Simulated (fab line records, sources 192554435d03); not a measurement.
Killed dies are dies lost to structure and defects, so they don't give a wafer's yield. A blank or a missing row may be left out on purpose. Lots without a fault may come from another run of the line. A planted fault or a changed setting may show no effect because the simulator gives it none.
One fault seen from 2 desks | flow n5_finfet | each desk has only its own numbers; what lay behind them comes last

THE TOOL OWNER'S DESK: rie_diel-02
The tool's own readings at N5_FIN_CUT_ETCH_20 (etches SiARC in CF4, target depth 26 nm, time 43.3 s): means of the sampled wafers that have a number, for each lot that ran on this tool. A lot is out of limits, marked OUT, if its mean lies more than 4 standard deviations from the usual mean; the brackets give that distance.
Columns: A = drypump_motor_current_A at N5_FIN_CUT_ETCH_20, usual 5.7 A; B = etch_rf_on_time_s at N5_FIN_CUT_ETCH_20, usual 44.1 s; C = oes_product_au at N5_FIN_CUT_ETCH_20, usual 0.62 a.u.; D = rf_vpp_V at N5_FIN_CUT_ETCH_20, usual 184.2 V; E = showerhead_plenum_p_Torr at N5_FIN_CUT_ETCH_20, usual 2.14 Torr; F = throttle_valve_pct at N5_FIN_CUT_ETCH_20, usual 15.68 %
lot  | first seen here | A   | B    | C    | D     | E    | F
L596 | day 2 17:20     | 5.7 | 44.4 | 0.59 | 184.6 | 2.18 | 15.70
L599 | day 3 09:15     | 5.7 | 44.1 | 0.58 | 184.4 | 2.16 | 15.75
L600 | day 3 15:08     | 5.8 | 44.5 | 0.59 | 184.8 | 2.21 | 15.58
L603 | day 4 09:17     | 5.5 | 44.0 | 0.60 | 184.2 | 2.13 | 15.76
L604 | day 4 15:46     | 5.5 | 44.3 | 0.60 | 183.6 | 2.12 | 15.76
L617 | day 7 21:24     | 5.8 | 44.3 | 0.58 | 184.3 | 2.20 | 15.66
This desk's finding: nothing out of limits on any of the 6 lots.

THE DEFECT DESK
What the inspections along the route counted, lot by lot: means of the sampled wafers that have a number. A lot is out of limits, marked OUT, if its mean lies more than 4 standard deviations from the usual mean; the brackets give that distance.
Columns: A = raw_defect_count at N5_FIN_CUT_INSPECT_17, usual 232
lot  | first seen here | A
L595 | day 2 09:59     | 195
L596 | day 2 18:19     | 177
L597 | day 2 22:55     | 216
L599 | day 3 10:06     | 235
L600 | day 3 15:59     | 160
L603 | day 4 10:09     | 342
L604 | day 4 16:37     | 317
L606 | day 5 05:05     | 383
L616 | day 7 18:37     | 231
L617 | day 7 22:38     | 211
This desk's finding: nothing out of limits on any of the 10 lots.

PUT TOGETHER
The tool owner's desk saw nothing out of limits.
The defect desk saw nothing out of limits.

WHAT THE SIMULATOR HAD PUT IN
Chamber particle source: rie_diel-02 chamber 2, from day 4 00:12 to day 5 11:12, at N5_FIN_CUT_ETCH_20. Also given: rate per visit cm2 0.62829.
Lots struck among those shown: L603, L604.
